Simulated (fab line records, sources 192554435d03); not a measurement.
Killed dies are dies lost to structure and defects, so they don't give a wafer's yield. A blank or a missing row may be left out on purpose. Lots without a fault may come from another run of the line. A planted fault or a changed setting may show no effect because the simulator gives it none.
fab line records | flow n5_finfet
record lots=24 wafers=72 last_day=18
route steps=1938 shown BEOL_M6@1227 BEOL_M7@1267
lots that met no fault: from a run of the same line without faults
start_h: hours from the record's first day to the start of the lot's first wafer shown | wait_h: hours since the lot's step before | " the same as in the row above | L1.1+2: a row that stands for several wafers | - no value, or no start given | * or withheld: withheld | < > ~ a bound
route shown NAME@n: a module of which the file shows steps, and the number in the route of the first | usual: mean/standard deviation of fault-free wafers | same: alike in all rows | chamber/n: place in a boat | sites: the reading at each site | _std_site: their standard deviation | _edge_site: outer sites' mean less inner sites' | radius_mm: how far each site lies from the wafer's centre | mask NAME#n: copy n | behind: the tool/chamber that last shaped the wafer | hold: why the lot was held/for how many hours/how that ended | device: the transistor (n, p or np) that didn't switch | end of line: the same wafers' tests at the end of the route | a step without rows: its recipe alone | killed: dies lost to structure and defects at the first sort, not the wafer's yield | map: a wafer's dies, x killed, . not, _ none there
set.NAME: the setting as run; set.NAME@STEP: as run at that earlier step | model.NAME: the simulator's own value behind a step, which no gauge read
steps of the route over a sample of lots; a table a step, a row a wafer
services: from which hour (start_h, from the record's first day; less than 0 if before it) a tool's chamber was out of use, for how many hours, and why
## steps
# step N5_BEOL_M6_CD_MEAS_28
# recipe target_cd_nm=40 landing_energy_ev=500 detector=se_inlens
# usual cd_nm=40.00/0.24
# columns lot.wafer tool chamber start_h wait_h cd_nm
L074.1 cd_sem-01 0 185.28 - 39.63
L074.4 " 0 " " 40.22
L074.6 " 0 " " 40.44
L075.3 cd_sem-02 0 190.22 - 40.12
L075.4 " 0 " " 40.46
L075.5 " 0 " " 40.42
L076.3 cd_sem-03 0 196.93 - 40.09
L076.4 " 0 " " 39.83
L076.6 " 0 " " 39.71
L077.3 cd_sem-02 0 204.91 - 39.87
L077.4 " 0 " " 39.86
L077.6 " 0 " " 39.75
L078.2 cd_sem-02 0 214.23 - 40.10
L078.4 " 0 " " 40.14
L078.6 " 0 " " 40.19
L079.1 cd_sem-02 0 219.09 - 40.09
L079.2 " 0 " " 40.31
L079.4 " 0 " " 39.84
L081.2 cd_sem-02 0 237.95 - 39.69
L081.4 " 0 " " 40.07
L081.6 " 0 " " 39.78
L080.1 cd_sem-02 0 254.91 - 40.22
L080.3 " 0 " " 40.23
L080.6 " 0 " " 40.46
L083.1 cd_sem-01 0 259.30 - 40.00
L083.4 " 0 " " 39.85
L083.5 " 0 " " 40.03
L082.1 cd_sem-03 0 269.83 - 39.93
L082.2 " 0 " " 40.11
L082.6 " 0 " " 40.61
L085.2 cd_sem-01 0 273.26 - 39.89
L085.4 " 0 " " 39.98
L085.5 " 0 " " 39.94
L086.1 cd_sem-02 0 281.39 - 39.80
L086.3 " 0 " " 40.15
L086.5 " 0 " " 39.62
L087.3 cd_sem-01 0 281.44 - 39.87
L087.4 " 0 " " 40.08
L087.6 " 0 " " 40.40
L084.3 cd_sem-03 0 283.38 - 40.09
L084.5 " 0 " " 39.88
L084.6 " 0 " " 39.88
L089.4 cd_sem-02 0 301.92 - 40.04
L089.5 " 0 " " 40.08
L089.6 " 0 " " 40.06
L088.2 cd_sem-03 0 304.14 - 39.62
L088.5 " 0 " " 40.02
L088.6 " 0 " " 39.74
L091.1 cd_sem-01 0 312.31 - 40.24
L091.2 " 0 " " 40.48
L091.3 " 0 " " 39.98
L094.1 cd_sem-02 0 315.75 - 39.98
L094.4 " 0 " " 40.16
L094.6 " 0 " " 39.89
L090.1 cd_sem-01 0 318.72 - 39.80
L090.3 " 0 " " 40.16
L090.5 " 0 " " 40.25
L093.2 cd_sem-02 0 329.45 - 39.86
L093.5 " 0 " " 39.56
L093.6 " 0 " " 39.84
L096.2 cd_sem-03 0 333.06 - 39.90
L096.4 " 0 " " 40.17
L096.6 " 0 " " 40.03
L092.3 cd_sem-01 0 334.92 - 40.10
L092.5 " 0 " " 39.75
L092.6 " 0 " " 40.52
L095.1 cd_sem-02 0 339.19 - 40.04
L095.3 " 0 " " 40.22
L095.4 " 0 " " 40.15
L097.1 cd_sem-01 0 346.04 - 39.93
L097.5 " 0 " " 39.98
L097.6 " 0 " " 40.16
# step N5_BEOL_M6_ETCH_72
# recipe chemistry=N2/H2 target=underlayer target_depth_a=65 mask_material=CAR-EUV time_s=5.2 ion_energy_ev=200 pressure_mtorr=30 source_w=840 bias_w=150 n2_flow_sccm=200 h2_flow_sccm=200 ends=cleared
# usual drypump_motor_current_A=5.8/0.57 etch_rf_on_time_s=5.27/0.14 n2_flow_sccm=199.9/0.59 oes_product_au=0.64/0.064 rf_vpp_V=523.4/2.7 showerhead_plenum_p_Torr=2.52/0.085 throttle_valve_pct=17.9/0.3
# columns lot.wafer tool chamber start_h wait_h drypump_motor_current_A etch_rf_on_time_s n2_flow_sccm oes_product_au rf_hours_counter_h rf_vpp_V showerhead_plenum_p_Torr throttle_valve_pct
L074.1 rie_diel-02 2 185.75 0.0 6.1 5.42 200.0 0.64 113 523.3 2.57 17.9
L074.4 " 1 " " 6.7 5.27 200.1 0.69 82 528.2 2.67 17.4
L074.6 " 0 " " 5.7 5.21 199.5 0.66 - 522.8 2.53 17.8
L075.3 rie_diel-05 0 190.37 0.0 6.5 5.02 200.9 0.70 100 522.7 2.56 17.8
L075.4 " 2 " " 6.3 5.39 199.6 0.61 201 524.2 2.53 18.3
L075.5 " 3 " " 5.5 5.37 199.3 0.71 - 523.1 2.48 17.8
L076.3 rie_diel-05 2 197.09 0.0 6.3 5.27 199.1 0.60 203 524.3 2.53 18.4
L076.4 " 1 " " 6.7 5.25 199.3 0.65 120 523.1 2.55 17.5
L076.6 " 0 " " 6.4 4.90 199.4 0.72 - 524.1 2.56 17.8
L077.3 rie_diel-02 0 205.20 0.0 5.7 5.08 199.4 0.67 156 523.5 2.53 17.8
L077.4 " 1 " " 6.7 5.21 200.0 0.69 88 527.1 2.67 17.4
L077.6 " 3 " " 5.7 5.10 200.1 0.62 - 523.7 2.50 17.9
L078.2 rie_diel-06 0 214.53 0.0 5.8 5.29 199.8 0.59 227 520.9 2.40 18.1
L078.4 " 1 " " 5.5 5.23 200.7 0.59 201 519.2 2.41 18.3
L078.6 " 3 " " 5.0 5.27 200.3 0.61 - 522.3 2.43 17.5
L079.1 rie_diel-02 1 219.28 0.0 6.7 5.20 199.4 0.68 92 526.8 2.67 17.4
L079.2 " 0 " " 5.7 5.06 199.7 0.66 161 525.7 2.52 17.8
L079.4 " 2 " " 6.1 5.32 198.8 0.64 124 524.9 2.56 17.9
L081.2 rie_diel-06 3 238.10 0.0 5.0 5.34 199.8 0.61 196 520.9 2.43 17.5
L081.4 " 2 " " 4.9 5.59 199.0 0.56 229 528.2 2.62 18.3
L081.6 " 2 " " 4.9 5.57 199.4 0.56 - 525.8 2.61 18.3
L080.1 rie_diel-02 1 255.15 0.0 6.7 5.18 200.2 0.67 106 527.5 2.66 17.4
L080.3 " 2 " " 6.1 5.35 200.7 0.63 137 524.3 2.56 17.9
L080.6 " 1 " " 6.7 5.21 200.0 0.66 - 527.3 2.66 17.4
L083.1 rie_diel-05 1 259.50 0.0 6.7 5.32 200.5 0.63 141 522.8 2.54 17.5
L083.4 " 0 " " 6.5 4.96 199.6 0.68 124 524.6 2.55 17.8
L083.5 " 2 " " 6.3 5.34 199.8 0.58 - 523.9 2.52 18.4
L082.1 rie_diel-02 0 269.99 0.0 5.7 5.22 200.4 0.65 180 523.6 2.52 17.8
L082.2 " 2 " " 6.1 5.33 200.3 0.64 143 523.4 2.55 17.9
L082.6 " 1 " " 6.7 5.19 200.5 0.66 - 528.8 2.66 17.4
L085.2 rie_diel-06 1 273.42 0.0 5.5 5.23 199.8 0.58 221 518.1 2.41 18.3
L085.4 " 0 " " 5.8 5.35 200.0 0.57 245 519.3 2.39 18.2
L085.5 " 0 " " 5.8 5.29 201.2 0.58 - 521.2 2.39 18.2
L086.1 rie_diel-06 3 281.55 0.0 5.0 5.25 200.3 0.60 209 520.0 2.43 17.6
L086.3 " 0 " " 5.8 5.29 199.8 0.57 248 520.4 2.39 18.2
L086.5 " 3 " " 5.0 5.32 200.9 0.58 - 520.4 2.43 17.6
L087.3 rie_diel-02 0 281.60 0.0 5.7 5.21 200.5 0.64 183 522.7 2.52 17.8
L087.4 " 3 " " 5.7 5.16 200.3 0.60 238 522.7 2.49 18.0
L087.6 " 3 " " 5.7 5.17 199.7 0.59 - 524.1 2.49 18.0
L084.3 rie_diel-06 1 283.53 0.0 5.5 5.32 199.3 0.58 224 521.0 2.40 18.4
L084.5 " 1 " " 5.4 5.26 198.7 0.59 - 519.9 2.40 18.4
L084.6 " 2 " " 4.9 5.57 200.2 0.55 - 526.9 2.61 18.3
L089.4 rie_diel-05 2 302.08 0.0 6.3 5.38 199.5 0.58 235 523.0 2.52 18.4
L089.5 " 1 " " 6.7 5.36 199.1 0.63 - 520.6 2.53 17.5
L089.6 " 2 " " 6.3 5.39 199.5 0.58 - 523.3 2.52 18.4
L088.2 rie_diel-02 1 304.51 0.0 6.7 5.27 200.3 0.66 124 526.3 2.65 17.4
L088.5 " 1 " " 6.7 5.28 199.9 0.66 - 524.3 2.65 17.5
L088.6 " 3 " " 5.8 5.20 200.3 0.59 - 522.9 2.48 18.0
L091.1 rie_diel-06 0 312.47 0.0 5.8 5.16 199.1 0.80 3 529.0 2.71 17.8
L091.2 " 1 " " 5.5 5.36 199.7 0.57 234 520.3 2.40 18.4
L091.3 " 3 " " 5.0 5.40 199.3 0.58 221 519.8 2.42 17.6
L094.1 rie_diel-05 2 315.91 0.0 6.3 5.45 200.2 0.57 240 524.6 2.52 18.4
L094.4 " 1 " " 6.7 5.33 200.0 0.61 159 521.6 2.53 17.5
L094.6 " 0 " " 6.4 5.00 199.0 0.67 - 524.3 2.55 17.9
L090.1 rie_diel-06 3 318.99 0.0 5.0 5.32 199.8 0.59 224 520.6 2.42 17.6
L090.3 " 0 " " 5.8 5.15 200.9 0.80 6 526.9 2.71 17.8
L090.5 " 1 " " 5.5 5.30 199.9 0.57 - 519.5 2.40 18.4
L093.2 rie_diel-02 2 329.61 0.0 6.1 5.41 199.3 0.62 164 522.0 2.54 18.0
L093.5 " 0 " " 5.7 5.22 201.0 0.63 - 522.9 2.51 17.9
L093.6 " 1 " " 6.7 5.23 200.3 0.65 - 529.4 2.65 17.4
L096.2 rie_diel-05 2 333.52 0.0 6.2 5.40 200.1 0.57 246 523.6 2.51 18.4
L096.4 " 1 " " 6.6 5.33 200.6 0.62 165 523.9 2.53 17.5
L096.6 " 0 " " 6.5 4.95 199.5 0.68 - 523.6 2.54 17.9
L092.3 rie_diel-06 2 335.08 0.0 4.9 5.37 200.4 0.84 0 527.3 2.60 17.8
L092.5 " 2 " " 4.9 5.38 200.3 0.82 - 527.2 2.60 17.8
L092.6 " 1 " " 5.5 5.30 198.6 0.57 - 520.8 2.40 18.4
L095.1 rie_diel-06 0 339.35 0.0 5.8 5.10 200.1 0.77 12 527.9 2.70 17.8
L095.3 " 2 " " 4.9 5.37 200.4 0.81 2 525.5 2.60 17.8
L095.4 " 1 " " 5.5 5.28 199.4 0.57 243 519.1 2.40 18.4
L097.1 rie_diel-05 3 346.20 0.0 5.5 5.33 199.6 0.66 103 522.6 2.46 17.8
L097.5 " 0 " " 6.4 4.88 199.0 0.66 - 523.7 2.54 17.9
L097.6 " 1 " " 6.7 5.33 199.4 0.61 - 522.5 2.53 17.6
# step N5_BEOL_M6_PRE_CLEAN_45
# recipe gas=H2/He time_s=30 temp_c=250
# usual heater_power_w=338/31
# columns lot.wafer tool chamber start_h wait_h heater_power_w
L074.1 pvd_sputter-02 - 188.19 0.0 347
L074.4 " - " " 359
L074.6 " - " " 349
L075.3 pvd_sputter-01 - 191.58 0.0 303
L075.4 " - " " 297
L075.5 " - " " 299
L076.3 pvd_sputter-03 - 199.81 0.0 297
L076.4 " - " " 348
L076.6 " - " " 294
L077.3 pvd_sputter-01 - 206.16 0.0 362
L077.4 " - " " 387
L077.6 " - " " 286
L078.2 pvd_sputter-02 - 215.79 0.0 339
L078.4 " - " " 357
L078.6 " - " " 369
L079.1 pvd_sputter-03 - 220.30 0.0 343
L079.2 " - " " 369
L079.4 " - " " 292
L081.2 pvd_sputter-03 - 239.07 0.0 348
L081.4 " - " " 364
L081.6 " - " " 335
L080.1 pvd_sputter-03 - 256.92 0.0 345
L080.3 " - " " 338
L080.6 " - " " 333
L083.1 pvd_sputter-02 - 260.55 0.0 349
L083.4 " - " " 332
L083.5 " - " " 338
L082.1 pvd_sputter-01 - 270.98 0.0 287
L082.2 " - " " 301
L082.6 " - " " 376
L085.2 pvd_sputter-02 - 275.04 0.0 340
L085.4 " - " " 364
L085.5 " - " " 325
L086.1 pvd_sputter-02 - 282.54 0.0 347
L086.3 " - " " 363
L086.5 " - " " 348
L087.3 pvd_sputter-01 - 282.84 0.0 295
L087.4 " - " " 369
L087.6 " - " " 400
L084.3 pvd_sputter-01 - 284.78 0.0 295
L084.5 " - " " 363
L084.6 " - " " 384
L089.4 pvd_sputter-03 - 303.47 0.0 334
L089.5 " - " " 334
L089.6 " - " " 296
L088.2 pvd_sputter-01 - 305.45 0.0 297
L088.5 " - " " 288
L088.6 " - " " 297
L091.1 pvd_sputter-02 - 313.47 0.0 343
L091.2 " - " " 341
L091.3 " - " " 374
L094.1 pvd_sputter-01 - 316.92 0.0 294
L094.4 " - " " 387
L094.6 " - " " 396
L090.1 pvd_sputter-01 - 320.37 0.0 300
L090.3 " - " " 294
L090.5 " - " " 393
L093.2 pvd_sputter-03 - 330.56 0.0 334
L093.5 " - " " 356
L093.6 " - " " 336
L096.2 pvd_sputter-03 - 334.57 0.0 293
L096.4 " - " " 334
L096.6 " - " " 337
L092.3 pvd_sputter-02 - 336.60 0.0 343
L092.5 " - " " 341
L092.6 " - " " 348
L095.1 pvd_sputter-01 - 340.39 0.0 293
L095.3 " - " " 292
L095.4 " - " " 302
L097.1 pvd_sputter-01 - 347.57 0.0 297
L097.5 " - " " 296
L097.6 " - " " 387
# step N5_BEOL_M6_SPUTTER_48
# recipe material=Cu target_thk_a=100 temp_c=-20 bias_v=60 power_w=26000 chamber_pressure_pa=0.13 time_s=1.667
# usual cathode_dc_power_W=26000/4.4 chuck_sensor_temp_C=-16.0/0.45 throttle_valve_pct=30.2/1
# columns lot.wafer tool chamber start_h wait_h cathode_dc_power_W chuck_sensor_temp_C throttle_valve_pct
L074.1 pvd_sputter-03 - 188.74 0.1 26002 -16.4 28.8
L074.4 " - " " 26000 -16.1 29.8
L074.6 " - " " 26003 -15.6 29.8
L075.3 pvd_sputter-03 - 194.24 1.8 26001 -15.3 30.2
L075.4 " - " " 25994 -15.8 31.2
L075.5 " - " " 25995 -16.4 28.9
L076.3 pvd_sputter-01 - 201.75 0.1 25999 -15.6 31.7
L076.4 " - " " 26006 -16.7 30.1
L076.6 " - " " 25999 -16.5 30.2
L077.3 pvd_sputter-03 - 208.16 0.1 25990 -15.8 29.9
L077.4 " - " " 26000 -15.8 31.3
L077.6 " - " " 25999 -15.7 31.3
L078.2 pvd_sputter-02 - 216.32 0.1 25999 -16.4 31.7
L078.4 " - " " 26003 -16.4 29.9
L078.6 " - " " 26005 -16.4 31.8
L079.1 pvd_sputter-02 - 222.33 1.0 26004 -16.6 29.7
L079.2 " - " " 25998 -16.0 28.2
L079.4 " - " " 26004 -15.3 30.2
L081.2 pvd_sputter-03 - 241.47 1.7 25994 -15.7 30.3
L081.4 " - " " 25992 -15.9 29.9
L081.6 " - " " 26004 -15.5 30.1
L080.1 pvd_sputter-02 - 257.60 0.1 25999 -15.9 28.4
L080.3 " - " " 26001 -16.5 29.7
L080.6 " - " " 26000 -16.4 29.7
L083.1 pvd_sputter-01 - 261.14 0.1 25995 -16.3 29.8
L083.4 " - " " 26005 -15.2 30.2
L083.5 " - " " 25998 -16.2 29.6
L082.1 pvd_sputter-01 - 273.36 0.1 25996 -15.4 32.0
L082.2 " - " " 26000 -16.9 30.0
L082.6 " - " " 25996 -15.4 30.2
L085.2 pvd_sputter-02 - 275.62 0.1 25989 -16.0 28.3
L085.4 " - " " 26002 -16.3 31.9
L085.5 " - " " 25995 -16.5 29.9
L086.1 pvd_sputter-01 - 283.16 0.1 25997 -16.7 30.2
L086.3 " - " " 26005 -15.2 30.2
L086.5 " - " " 26003 -15.7 31.8
L087.3 pvd_sputter-01 - 283.92 0.4 26000 -16.3 29.6
L087.4 " - " " 26004 -15.6 31.7
L087.6 " - " " 26005 -16.5 30.3
L084.3 pvd_sputter-01 - 286.92 1.4 26007 -15.2 30.2
L084.5 " - " " 25993 -16.2 29.7
L084.6 " - " " 26000 -15.7 32.0
L089.4 pvd_sputter-03 - 304.49 0.3 26007 -15.9 29.9
L089.5 " - " " 25996 -15.4 30.0
L089.6 " - " " 26004 -15.7 30.2
L088.2 pvd_sputter-01 - 307.63 0.1 26003 -15.2 29.9
L088.5 " - " " 26003 -15.5 31.7
L088.6 " - " " 26005 -16.7 30.0
L091.1 pvd_sputter-02 - 314.12 0.2 25999 -16.3 31.6
L091.2 " - " " 26003 -16.0 28.4
L091.3 " - " " 25999 -15.6 30.0
L094.1 pvd_sputter-03 - 317.85 0.1 25998 -16.0 31.5
L094.4 " - " " 26002 -15.9 30.1
L094.6 " - " " 26006 -16.7 28.6
L090.1 pvd_sputter-03 - 322.66 0.1 25998 -15.9 30.1
L090.3 " - " " 25999 -15.4 30.2
L090.5 " - " " 25995 -15.9 31.4
L093.2 pvd_sputter-03 - 331.23 0.1 25998 -16.5 28.5
L093.5 " - " " 25997 -15.9 31.4
L093.6 " - " " 26001 -15.4 30.2
L096.2 pvd_sputter-02 - 335.42 0.2 26006 -16.6 29.7
L096.4 " - " " 26001 -16.3 31.7
L096.6 " - " " 26003 -16.0 28.3
L092.3 pvd_sputter-03 - 337.37 0.1 25993 -16.2 28.4
L092.5 " - " " 25997 -15.4 30.5
L092.6 " - " " 25989 -15.6 31.3
L095.1 pvd_sputter-01 - 341.11 0.2 26006 -15.4 31.8
L095.3 " - " " 26002 -16.7 30.0
L095.4 " - " " 26001 -16.3 29.8
L097.1 pvd_sputter-03 - 348.39 0.2 25995 -15.9 30.0
L097.5 " - " " 26004 -15.5 30.2
L097.6 " - " " 25992 -15.8 31.5
# step N5_BEOL_M7_HM_DEP_02
# recipe material=TiN target_thk_a=200 temp_c=25 chamber_pressure_pa=0.49996
# usual throttle_valve_pct=30.2/0.99
# columns lot.wafer tool chamber start_h wait_h throttle_valve_pct
L074.1 pvd_sputter-01 - 191.62 0.7 30.3
L074.4 " - " " 30.2
L074.6 " - " " 31.8
L075.3 pvd_sputter-03 - 196.58 0.6 31.4
L075.4 " - " " 29.9
L075.5 " - " " 30.3
L076.3 pvd_sputter-01 - 204.83 1.5 31.9
L076.4 " - " " 30.3
L076.6 " - " " 30.0
L077.3 pvd_sputter-03 - 213.36 3.4 31.3
L077.4 " - " " 30.0
L077.6 " - " " 28.5
L078.2 pvd_sputter-03 - 219.27 1.1 30.1
L078.4 " - " " 30.2
L078.6 " - " " 30.1
L079.1 pvd_sputter-03 - 224.07 0.1 30.2
L079.2 " - " " 28.6
L079.4 " - " " 29.9
L081.2 pvd_sputter-02 - 243.65 0.2 30.2
L081.4 " - " " 28.5
L081.6 " - " " 30.0
L080.1 pvd_sputter-02 - 260.41 1.2 28.1
L080.3 " - " " 29.6
L080.6 " - " " 30.3
L083.1 pvd_sputter-01 - 265.52 2.8 29.9
L083.4 " - " " 30.0
L083.5 " - " " 30.0
L082.1 pvd_sputter-02 - 275.74 0.7 28.2
L082.2 " - " " 30.1
L082.6 " - " " 29.6
L085.2 pvd_sputter-03 - 278.98 1.4 28.8
L085.4 " - " " 30.2
L085.5 " - " " 31.3
L086.1 pvd_sputter-01 - 287.18 2.4 30.3
L086.3 " - " " 32.0
L086.5 " - " " 32.0
L087.3 pvd_sputter-01 - 287.48 1.2 30.3
L087.4 " - " " 30.0
L087.6 " - " " 30.2
L084.3 pvd_sputter-02 - 290.32 1.3 28.4
L084.5 " - " " 30.3
L084.6 " - " " 28.5
L089.4 pvd_sputter-01 - 307.91 1.0 31.5
L089.5 " - " " 31.7
L089.6 " - " " 30.1
L088.2 pvd_sputter-02 - 312.71 3.3 31.7
L088.5 " - " " 30.0
L088.6 " - " " 31.7
L091.1 pvd_sputter-01 - 316.70 0.8 30.0
L091.2 " - " " 29.8
L091.3 " - " " 31.5
L094.1 pvd_sputter-01 - 320.41 0.6 29.6
L094.4 " - " " 30.0
L094.6 " - " " 29.9
L090.1 pvd_sputter-01 - 326.04 1.7 29.8
L090.3 " - " " 30.0
L090.5 " - " " 29.7
L093.2 pvd_sputter-02 - 336.04 1.0 30.3
L093.5 " - " " 29.8
L093.6 " - " " 28.4
L096.2 pvd_sputter-03 - 337.71 0.6 31.7
L096.4 " - " " 30.3
L096.6 " - " " 30.2
L092.3 pvd_sputter-03 - 339.89 0.9 30.2
L092.5 " - " " 30.1
L092.6 " - " " 28.8
L095.1 pvd_sputter-03 - 343.34 0.6 28.8
L095.3 " - " " 30.3
L095.4 " - " " 30.0
L097.1 pvd_sputter-01 - 351.37 1.3 30.1
L097.5 " - " " 29.7
L097.6 " - " " 32.0
# step N5_BEOL_M7_ETCH_61
# recipe chemistry=CF4 target=SiARC target_depth_a=455 mask_material=CAR-ArF time_s=75.8 ion_energy_ev=80 pressure_mtorr=40 source_w=545 bias_w=36 Ar_flow_sccm=100 cf4_flow_sccm=100 ends=cleared
# usual cf4_flow_sccm=99.99/0.3 drypump_motor_current_A=5.8/0.69 etch_rf_on_time_s=77.4/2 oes_product_au=0.64/0.048 rf_vpp_V=183.8/1.1 showerhead_plenum_p_Torr=2.12/0.053 throttle_valve_pct=15.55/0.19
# columns lot.wafer tool chamber start_h wait_h cf4_flow_sccm drypump_motor_current_A etch_rf_on_time_s oes_product_au rf_hours_counter_h rf_vpp_V showerhead_plenum_p_Torr throttle_valve_pct
L074.1 rie_diel-01 1 192.24 0.0 99.99 4.9 78.8 0.60 200 181.9 2.04 15.69
L074.4 " 2 " " 99.91 5.2 78.4 0.60 - 183.1 2.15 15.40
L074.6 " 3 " " 100.08 6.4 76.2 0.74 - 183.8 2.11 15.53
L075.3 rie_diel-01 1 197.21 0.0 99.79 4.9 78.6 0.59 202 183.4 2.04 15.70
L075.4 " 3 " " 99.73 6.4 77.0 0.73 - 182.9 2.11 15.54
L075.5 " 2 " " 100.28 5.2 78.7 0.61 - 185.0 2.14 15.40
L076.3 rie_diel-03 1 206.05 0.0 99.53 5.3 76.0 0.71 51 186.6 2.17 15.14
L076.4 " 2 " " 99.23 6.6 75.2 0.65 180 183.1 2.05 15.71
L076.6 " 3 " " 99.99 6.4 74.5 0.62 - 184.2 2.11 15.66
L077.3 rie_diel-01 1 213.98 0.0 99.70 4.9 79.4 0.58 206 182.6 2.04 15.69
L077.4 " 3 " " 99.63 6.4 77.7 0.73 47 183.5 2.11 15.55
L077.6 " 0 " " 100.03 5.6 74.8 0.67 - 183.4 2.17 15.75
L078.2 rie_diel-04 1 219.99 0.0 99.86 4.7 75.0 0.63 170 185.6 2.21 15.48
L078.4 " 3 " " 99.64 6.7 76.2 0.71 73 184.0 2.09 15.55
L078.6 " 0 " " 100.25 5.4 77.8 0.60 - 185.6 2.19 15.53
L079.1 rie_diel-01 3 224.57 0.0 100.19 6.4 76.8 0.73 52 184.8 2.10 15.54
L079.2 " 1 " " 100.23 4.9 79.1 0.59 209 182.7 2.04 15.71
L079.4 " 2 " " 99.98 5.2 79.3 0.60 176 184.0 2.14 15.42
L081.2 rie_diel-01 1 244.27 0.0 100.02 4.9 78.7 0.59 215 181.5 2.04 15.71
L081.4 " 0 " " 99.90 5.6 73.6 0.68 138 184.8 2.16 15.77
L081.6 " 1 " " 100.07 4.9 79.1 0.59 - 182.5 2.04 15.71
L080.1 rie_diel-03 3 260.90 0.0 99.97 6.5 74.9 0.61 222 183.0 2.11 15.69
L080.3 " 1 " " 99.69 5.3 76.8 0.70 66 183.8 2.17 15.17
L080.6 " 1 " " 100.14 5.3 76.4 0.70 - 184.4 2.17 15.16
L083.1 rie_diel-04 3 266.23 0.0 99.80 6.7 76.2 0.68 86 183.9 2.09 15.54
L083.4 " 2 " " 100.31 6.5 78.3 0.72 41 183.8 2.08 15.25
L083.5 " 2 " " 100.25 6.5 78.1 0.72 - 183.4 2.08 15.25
L082.1 rie_diel-03 2 276.24 0.0 100.79 6.6 75.8 0.64 200 182.5 2.04 15.76
L082.2 " 3 " " 100.35 6.5 74.2 0.62 226 184.8 2.11 15.68
L082.6 " 2 " " 100.15 6.6 76.0 0.63 - 183.5 2.04 15.76
L085.2 rie_diel-03 1 279.60 0.0 100.16 5.3 75.6 0.69 72 186.0 2.17 15.18
L085.4 " 2 " " 100.45 6.6 76.2 0.63 201 184.9 2.04 15.75
L085.5 " 1 " " 99.75 5.3 76.3 0.69 - 184.3 2.17 15.18
L086.1 rie_diel-01 3 287.81 0.0 99.88 6.4 77.1 0.70 67 184.5 2.10 15.58
L086.3 " 0 " " 99.77 5.6 73.9 0.67 150 183.8 2.16 15.79
L086.5 " 1 " " 100.17 4.9 79.4 0.58 - 183.7 2.03 15.72
L087.3 rie_diel-04 3 288.06 0.0 100.50 6.7 76.4 0.68 93 185.0 2.09 15.56
L087.4 " 0 " " 100.33 5.4 78.6 0.59 219 183.0 2.19 15.58
L087.6 " 0 " " 99.57 5.4 78.4 0.59 - 185.1 2.19 15.58
L084.3 rie_diel-01 1 291.04 0.0 99.73 4.9 79.6 0.57 227 182.8 2.03 15.74
L084.5 " 3 " " 99.94 6.4 77.5 0.70 - 182.8 2.10 15.55
L084.6 " 0 " " 99.94 5.6 74.4 0.66 - 184.0 2.16 15.82
L089.4 rie_diel-03 3 308.41 0.0 100.09 6.4 75.4 0.59 236 184.1 2.10 15.73
L089.5 " 0 " " 99.48 6.4 80.5 0.64 - 184.4 2.14 15.43
L089.6 " 3 " " 100.09 6.4 74.8 0.61 - 182.8 2.10 15.72
L088.2 rie_diel-01 2 313.37 0.0 99.38 5.2 79.6 0.58 200 182.1 2.13 15.46
L088.5 " 1 " " 99.72 4.9 80.2 0.57 - 181.5 2.03 15.75
L088.6 " 0 " " 100.04 5.6 74.9 0.66 - 184.0 2.16 15.80
L091.1 rie_diel-04 2 317.20 0.0 99.74 6.5 78.2 0.69 55 182.8 2.08 15.26
L091.2 " 1 " " 99.71 4.7 75.2 0.61 196 185.3 2.20 15.53
L091.3 " 3 " " 99.94 6.8 77.0 0.67 101 182.1 2.08 15.56
L094.1 rie_diel-03 3 320.90 0.0 100.22 6.5 75.9 0.60 239 184.2 2.10 15.73
L094.4 " 2 " " 99.79 6.6 77.2 0.62 213 182.5 2.03 15.77
L094.6 " 2 " " 100.37 6.6 76.7 0.61 - 181.5 2.04 15.79
L090.1 rie_diel-03 0 326.66 0.0 99.87 6.4 81.4 0.63 130 184.2 2.13 15.45
L090.3 " 2 " " 100.29 6.6 77.1 0.62 215 183.5 2.03 15.81
L090.5 " 1 " " 99.85 5.3 76.7 0.68 - 183.2 2.16 15.21
L093.2 rie_diel-01 2 336.67 0.0 99.89 5.2 80.1 0.58 206 182.9 2.13 15.48
L093.5 " 2 " " 99.76 5.2 80.0 0.58 - 183.8 2.13 15.46
L093.6 " 1 " " 99.85 4.9 80.6 0.56 - 182.2 2.03 15.76
L096.2 rie_diel-01 1 338.35 0.0 100.30 4.9 79.6 0.57 240 182.5 2.03 15.75
L096.4 " 0 " " 100.37 5.6 74.1 0.66 163 182.0 2.16 15.84
L096.6 " 1 " " 100.59 4.9 79.8 0.56 - 182.2 2.03 15.76
L092.3 rie_diel-03 3 340.86 0.0 99.94 6.4 75.8 0.59 244 184.1 2.10 15.74
L092.5 " 0 " " 100.32 6.4 80.2 0.64 - 183.6 2.13 15.46
L092.6 " 1 " " 99.79 5.4 77.9 0.68 - 184.9 2.16 15.21
L095.1 rie_diel-04 2 343.96 0.0 99.98 6.5 79.8 0.68 67 183.8 2.07 15.30
L095.3 " 3 " " 100.23 6.7 78.0 0.66 107 183.0 2.08 15.59
L095.4 " 0 " " 100.46 5.3 78.4 0.58 231 185.7 2.18 15.59
L097.1 rie_diel-01 0 352.03 0.0 99.38 5.6 74.0 0.65 167 184.3 2.15 15.84
L097.5 " 2 " " 99.65 5.2 79.6 0.58 - 185.0 2.13 15.48
L097.6 " 3 " " 99.98 6.5 77.4 0.69 - 183.8 2.09 15.61
## services
# columns tool chamber start_h hours kind
rie_diel-04 0 164.51 10.8 repair
rie_diel-05 2 176.47 4.3 repair
rie_diel-01 0 192.03 15.2 repair
pvd_sputter-02 - 197.53 7.5 repair
rie_diel-01 3 199.51 13.7 repair
rie_diel-01 1 203.97 4.9 repair
rie_diel-02 - 212.23 1.0 repair
rie_diel-06 - 227.77 0.4 repair
rie_diel-05 3 229.94 6.9 repair
rie_diel-01 3 233.71 4.6 repair
rie_diel-05 2 235.44 7.4 repair
rie_diel-03 - 247.81 0.9 repair
rie_diel-05 - 260.09 1.4 repair
rie_diel-06 0 287.51 - clean
rie_diel-06 0 287.51 - consumable_replace:focus_ring
rie_diel-06 0 287.51 - consumable_replace:showerhead
rie_diel-03 1 292.57 11.4 repair
rie_diel-02 0 294.09 10.7 repair
rie_diel-06 1 306.01 2.9 repair
rie_diel-04 - 307.34 1.1 repair
rie_diel-03 3 329.30 4.3 repair
rie_diel-04 3 332.64 7.5 repair
rie_diel-04 0 334.08 6.7 repair
rie_diel-03 3 348.00 1.3 repair
## key
fault none
